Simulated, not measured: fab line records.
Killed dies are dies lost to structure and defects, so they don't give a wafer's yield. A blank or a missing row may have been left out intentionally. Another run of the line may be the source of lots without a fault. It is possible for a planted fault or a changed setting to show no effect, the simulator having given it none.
Which tool is to blame? :: flow nandHarc :: Sampling: 6 lots, 18 wafers, 5 of 1159 route steps

WHAT EACH GAUGE READ, for each wafer
NHARC_END_SORT_01.
lot :: measured :: on :: killedAtArray

EACH LOT AND THE TOOL THAT RAN IT (in order: tool; ch and the chambers of the sampled wafers; start)
lot: L804
NHARC_A_STAIRCASE_ETCH_170: rieDiel-10 ch 0,3, day 11 20:37 or earlier
NHARC_A_STAIRCASE_TRIM_14: rieDiel-10 ch 0,1,3, day 11 20:37 or earlier
NHARC_A_STAIRCASE_ETCH_15: rieDiel-10 ch 0,1,3, day 11 20:37 or earlier
NHARC_A_STAIRCASE_ETCH_19: rieDiel-10 ch 0,1,3, day 11 20:37

lot: L806
NHARC_A_STAIRCASE_ETCH_170: rieDiel-10 ch 0,1, day 12 08:28 or earlier
NHARC_A_STAIRCASE_TRIM_14: rieDiel-02 ch 0,1,2, day 12 08:28 or earlier
NHARC_A_STAIRCASE_ETCH_15: rieDiel-02 ch 1,2, day 12 08:28 or earlier
NHARC_A_STAIRCASE_ETCH_19: rieDiel-02 ch 1,2,3, day 12 08:28

lot: L810
NHARC_A_STAIRCASE_ETCH_170: rieDiel-02 ch 1,2,3, day 13 06:13 or earlier
NHARC_A_STAIRCASE_TRIM_14: rieDiel-10 ch 1,2,3, day 13 06:13 or earlier
NHARC_A_STAIRCASE_ETCH_15: rieDiel-10 ch 0,1,2, day 13 06:13 or earlier
NHARC_A_STAIRCASE_ETCH_19: rieDiel-10 ch 1,2,3, day 13 06:13

lot: L811
NHARC_A_STAIRCASE_ETCH_170: rieDiel-02 ch 0,2,3, day 13 18:40 or earlier
NHARC_A_STAIRCASE_TRIM_14: rieDiel-10 ch 0,1, day 13 18:40 or earlier
NHARC_A_STAIRCASE_ETCH_15: rieDiel-10 ch 0,3, day 13 18:40 or earlier
NHARC_A_STAIRCASE_ETCH_19: rieDiel-10 ch 0,1,3, day 13 18:40

lot: L818
NHARC_A_STAIRCASE_ETCH_170: rieDiel-10 ch 0,2, day 15 02:43 or earlier
NHARC_A_STAIRCASE_TRIM_14: rieDiel-10 ch 2,3, day 15 02:43 or earlier
NHARC_A_STAIRCASE_ETCH_15: rieDiel-10 ch 0,3, day 15 02:43 or earlier
NHARC_A_STAIRCASE_ETCH_19: rieDiel-10 ch 0,2,3, day 15 02:43

lot: L821
NHARC_A_STAIRCASE_ETCH_170: rieDiel-06 ch 0,1,2, day 16 02:03 or earlier
NHARC_A_STAIRCASE_TRIM_14: rieDiel-06 ch 0,2,3, day 16 02:03 or earlier
NHARC_A_STAIRCASE_ETCH_15: rieDiel-06 ch 0,1,3, day 16 02:03 or earlier
NHARC_A_STAIRCASE_ETCH_19: rieDiel-06 ch 0,1,2, day 16 02:03
- NHARC_A_STAIRCASE_ETCH_170: etches the open film in C4F6/O2, target depth 200 nm, time 66.667 s.
- NHARC_A_STAIRCASE_TRIM_14: chemistry O2, time 211.2 s.
- NHARC_A_STAIRCASE_ETCH_15: etches the open film in C4F8/O2, target depth 100 nm, time 40.5 s.
- NHARC_A_STAIRCASE_ETCH_19: etches the open film in C4F8/O2, target depth 100 nm, time 40.5 s.

THE ANSWER, worked out from the rows above alone
Rule: the usual values come from the lots themselves. Put in order of their means at a reading, lots are off if they are a third of the lots or fewer, leave a main group of 4 or more, and stand apart from it by a gap of 3 or more times the standard deviation of the main group's means; of several such gaps the widest counts. A main group whose means are all the same, to the digits that the tables above print for the reading, isn't used. Also off: a lot with no number at a reading for which 4 or more lots have one. All remaining lots with rows at the step are treated as sound.
Across all readings shown, no lot is off: no conclusion can be drawn from this.

WHAT THE SIMULATOR PUT IN
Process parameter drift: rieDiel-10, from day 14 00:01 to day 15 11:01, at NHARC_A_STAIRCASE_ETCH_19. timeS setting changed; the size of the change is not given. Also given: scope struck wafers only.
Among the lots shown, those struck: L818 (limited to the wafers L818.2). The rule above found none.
